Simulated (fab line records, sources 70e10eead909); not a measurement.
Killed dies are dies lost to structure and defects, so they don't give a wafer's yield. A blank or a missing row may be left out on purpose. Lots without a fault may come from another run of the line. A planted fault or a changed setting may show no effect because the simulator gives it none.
Which tool did it? | flow nand_harc | 11 lots, 33 wafers sampled, at 7 steps of a route of 1302

WHAT THE GAUGES READ, wafer by wafer
NHARC_P_CONTACT_CD_MEAS_12: target cd 90 nm.
lot  | measured     | on        | cd_nm (nm)
L534 | day 6 01:40  | cd_sem-01 | 90.2 88.8 90.4
L536 | day 6 18:33  | cd_sem-01 | 91.2 90.4 91.1
L537 | day 7 03:44  | cd_sem-01 | 91.0 90.6 91.1
L535 | day 8 08:38  | cd_sem-02 | 89.9 90.5 89.7
L541 | day 8 19:20  | cd_sem-01 | 68.9 69.1 70.5
L545 | day 10 19:49 | cd_sem-01 | 91.2 90.4 90.7
L548 | day 11 20:04 | cd_sem-03 | 91.1 89.9 90.4
L552 | day 13 03:22 | cd_sem-01 | 89.7 90.5 90.3
L553 | day 13 15:52 | cd_sem-01 | 90.6 89.8 89.6
L554 | day 14 05:40 | cd_sem-01 | 91.1 90.6 90.9
L557 | day 15 08:40 | cd_sem-03 | 90.1 90.6 89.9

NHARC_P_CONTACT_OVL_MEAS_13.
lot  | measured     | on         | overlay_x_nm (nm) | overlay_y_nm (nm)
L534 | day 6 01:46  | overlay-02 | -0.9 -0.5 -1.2    | -0.4 -1.0 -0.3
L536 | day 6 18:38  | overlay-01 | 0.0 1.0 0.2       | 0.5 -0.2 -0.1
L537 | day 7 03:50  | overlay-01 | 1.0 0.8 1.1       | -0.5 0.4 -0.4
L535 | day 8 08:43  | overlay-02 | 0.3 0.1 0.4       | -2.5 -2.3 -1.7
L541 | day 8 19:25  | overlay-02 | 0.8 0.7 0.7       | 0.0 -0.2 -0.5
L545 | day 10 19:55 | overlay-01 | -0.4 0.0 -0.3     | -1.6 -0.8 -1.0
L548 | day 11 20:10 | overlay-01 | 0.0 0.2 0.5       | -0.5 -0.3 -0.8
L552 | day 13 03:27 | overlay-01 | -0.3 -0.6 -0.8    | 0.6 0.6 0.6
L553 | day 13 15:56 | overlay-01 | -0.5 -0.1 0.5     | -0.2 -0.6 -0.7
L554 | day 14 05:45 | overlay-01 | -1.2 -1.4 -0.9    | -0.8 -1.3 -1.0
L557 | day 15 08:45 | overlay-01 | 2.1 1.6 1.8       | 0.4 1.2 0.6

NHARC_P_CONTACT_CD_MEAS_19.
lot  | measured     | on        | cd_nm (nm)
L534 | day 6 02:43  | cd_sem-01 | 89.5 90.3 89.4
L536 | day 6 19:37  | cd_sem-03 | 92.0 90.2 91.2
L537 | day 7 04:48  | cd_sem-02 | 88.5 91.3 91.7
L535 | day 8 09:50  | cd_sem-03 | 86.6 89.8 90.0
L541 | day 8 20:23  | cd_sem-02 | 66.5 68.4 67.2
L545 | day 10 20:53 | cd_sem-01 | 87.3 90.1 87.9
L548 | day 11 21:08 | cd_sem-03 | 88.3 89.9 90.3
L552 | day 13 04:25 | cd_sem-02 | 88.7 89.5 90.4
L553 | day 13 16:55 | cd_sem-01 | 89.0 89.0 87.2
L554 | day 14 06:43 | cd_sem-01 | 90.2 88.8 90.8
L557 | day 15 09:43 | cd_sem-02 | 91.7 90.3 90.3

NHARC_END_SORT_01.
lot  | measured     | on        | killed_at_array | killed_at_other | killed_at_periphery | killed_dies | killed_open | killed_short
L541 | day 27 14:55 | prober-02 | 21 22 19        | 1 0 0           | 615 623 626         | 637 645 645 | 3 4 2       | 4 1 3

WHICH TOOL RAN EACH LOT (tool, then ch and the chambers of the sampled wafers, then the start)
lot  | NHARC_P_CONTACT_DEP_00                     | NHARC_P_CONTACT_EXPOSE_09          | NHARC_P_CONTACT_ETCH_36
L534 | pecvd-03 ch 0,2, day 6 01:32 or earlier    | arfi_scanner-02 ch 0, day 6 01:32  | rie_diel-03 ch 0,1,3, day 6 02:43 or earlier
L536 | pecvd-03 ch 0,1, day 6 18:25 or earlier    | arfi_scanner-02 ch 0, day 6 18:25  | rie_diel-08 ch 0,3, day 6 19:37 or earlier
L537 | pecvd-01 ch 0,1,2, day 7 03:37 or earlier  | arfi_scanner-03 ch 0, day 7 03:37  | rie_diel-08 ch 1,3, day 7 04:48 or earlier
L535 | pecvd-03 ch 0,1,2, day 8 08:29 or earlier  | arfi_scanner-02 ch 0, day 8 08:29  | rie_diel-08 ch 0,1,2, day 8 09:50 or earlier
L541 | pecvd-01 ch 0,1,2, day 8 19:11 or earlier  | arfi_scanner-01 ch 0, day 8 19:11  | rie_diel-03 ch 0,2,3, day 8 20:23 or earlier
L545 | pecvd-03 ch 0,1, day 10 18:27              | arfi_scanner-01 ch 0, day 10 19:41 | rie_diel-03 ch 2,3, day 10 20:53 or earlier
L548 | pecvd-01 ch 0,1,2, day 11 19:56 or earlier | arfi_scanner-01 ch 0, day 11 19:56 | rie_diel-08 ch 0,2,3, day 11 21:08 or earlier
L552 | pecvd-01 ch 0,1,2, day 13 03:14 or earlier | arfi_scanner-01 ch 0, day 13 03:14 | rie_diel-03 ch 1,2,3, day 13 04:25 or earlier
L553 | pecvd-03 ch 0,1, day 13 15:43 or earlier   | arfi_scanner-01 ch 0, day 13 15:43 | rie_diel-08 ch 0,1,2, day 13 16:55 or earlier
L554 | pecvd-02 ch 1,2, day 14 05:32 or earlier   | arfi_scanner-01 ch 0, day 14 05:32 | rie_diel-08 ch 0,1, day 14 06:43 or earlier
L557 | pecvd-01 ch 1,2, day 15 08:31 or earlier   | arfi_scanner-03 ch 0, day 15 08:31 | rie_diel-08 ch 0,3, day 15 09:43 or earlier
- NHARC_P_CONTACT_DEP_00: deposits SiO2, target thk 500 nm.
- NHARC_P_CONTACT_EXPOSE_09: exposes mask P CA, target cd 90 nm.
- NHARC_P_CONTACT_ETCH_36: etches the open film in N2/H2, target depth 260 nm, time 406.25 s.

WHAT THE TOOLS THEMSELVES READ (means of the sampled wafers that have a number; where no wafer has one, the mark that the record gives instead)
NHARC_P_CONTACT_DEP_00.
lot  | tool     | heater_power_w (W) | rf_fwd_power_W (W) | throttle_valve_pct (%)
L534 | pecvd-03 | 447                | 896.1              | 15.8
L536 | pecvd-03 | 470                | 900.3              | 15.9
L537 | pecvd-01 | 599                | 896.8              | 15.8
L535 | pecvd-03 | 485                | 898.8              | 16.1
L541 | pecvd-01 | 637                | 899.1              | 15.8
L545 | pecvd-03 | 546                | 897.4              | 16.1
L548 | pecvd-01 | 627                | 898.1              | 16.1
L552 | pecvd-01 | 643                | 897.6              | 16.2
L553 | pecvd-03 | 524                | 901.6              | 15.9
L554 | pecvd-02 | 640                | 900.0              | 16.1
L557 | pecvd-01 | 505                | 895.5              | 16.1

NHARC_P_CONTACT_ETCH_36.
lot  | tool        | drypump_motor_current_A (A) | oes_product_au (a.u.) | rf_fwd_power_W (W) | rf_vpp_V (V) | showerhead_plenum_p_Torr (Torr) | throttle_valve_pct (%)
L534 | rie_diel-03 | 5.6                         | 0.999                 | 399.3              | 433.8        | 2.17                            | 14.172
L536 | rie_diel-08 | 5.3                         | 1.000                 | 399.9              | 430.7        | 2.05                            | 14.161
L537 | rie_diel-08 | 5.4                         | 0.999                 | 397.8              | 430.6        | 2.04                            | 14.167
L535 | rie_diel-08 | 6.2                         | 1.003                 | 398.4              | 432.8        | 2.11                            | 14.178
L541 | rie_diel-03 | 5.4                         | 0.988                 | 398.2              | 431.0        | 2.09                            | 14.172
L545 | rie_diel-03 | 5.8                         | 1.005                 | 399.6              | 431.3        | 2.07                            | 14.159
L548 | rie_diel-08 | 5.7                         | 1.005                 | 398.7              | 431.6        | 2.10                            | 14.172
L552 | rie_diel-03 | 5.7                         | 0.995                 | 399.0              | 431.2        | 2.08                            | 14.174
L553 | rie_diel-08 | 6.2                         | 0.996                 | 399.9              | 432.5        | 2.11                            | 14.175
L554 | rie_diel-08 | 6.3                         | 0.998                 | 398.4              | 432.1        | 2.09                            | 14.174
L557 | rie_diel-08 | 5.7                         | 0.990                 | 398.5              | 431.2        | 2.08                            | 14.177

THE ANSWER, worked out from the rows above alone
Rule: what is usual is taken from the lots themselves. Put in order of their means at a reading, lots are off if they are a third of the lots or fewer, leave a main group of 4 or more, and stand apart from it by a gap of 3 or more times the standard deviation of the main group's means; of several such gaps the widest counts. A main group whose means are all the same, to the digits that the tables above print for the reading, isn't used. A lot without any number at a reading at which 4 lots or more have one is off too. The other lots that the step has rows for count as sound. The gauges are gone through in route order, then the tools' own readings, and for those a lot's mean is taken as printed above. The first step at which some lot is off is used, and at that step the reading that is off furthest; a lot without a number counts as furthest.
Off: L541, at NHARC_P_CONTACT_CD_MEAS_12 (cd_nm). The main group: mean 90.4 nm, standard deviation 0.4.
A tool fits if, at a process step before that reading, it ran every lot that is off, and no sound lot after the first of them. The gauges at NHARC_P_CONTACT_CD_MEAS_12 aren't tried: what is off there is off at NHARC_P_CONTACT_CD_MEAS_19 too, on other tools, and a gauge's error can't cause that. NHARC_P_CONTACT_DEP_00 gives no start for some lots, so the hours and the order of its lots are those of NHARC_P_CONTACT_EXPOSE_09. None of those tried fits.

WHAT THE SIMULATOR HAD PUT IN
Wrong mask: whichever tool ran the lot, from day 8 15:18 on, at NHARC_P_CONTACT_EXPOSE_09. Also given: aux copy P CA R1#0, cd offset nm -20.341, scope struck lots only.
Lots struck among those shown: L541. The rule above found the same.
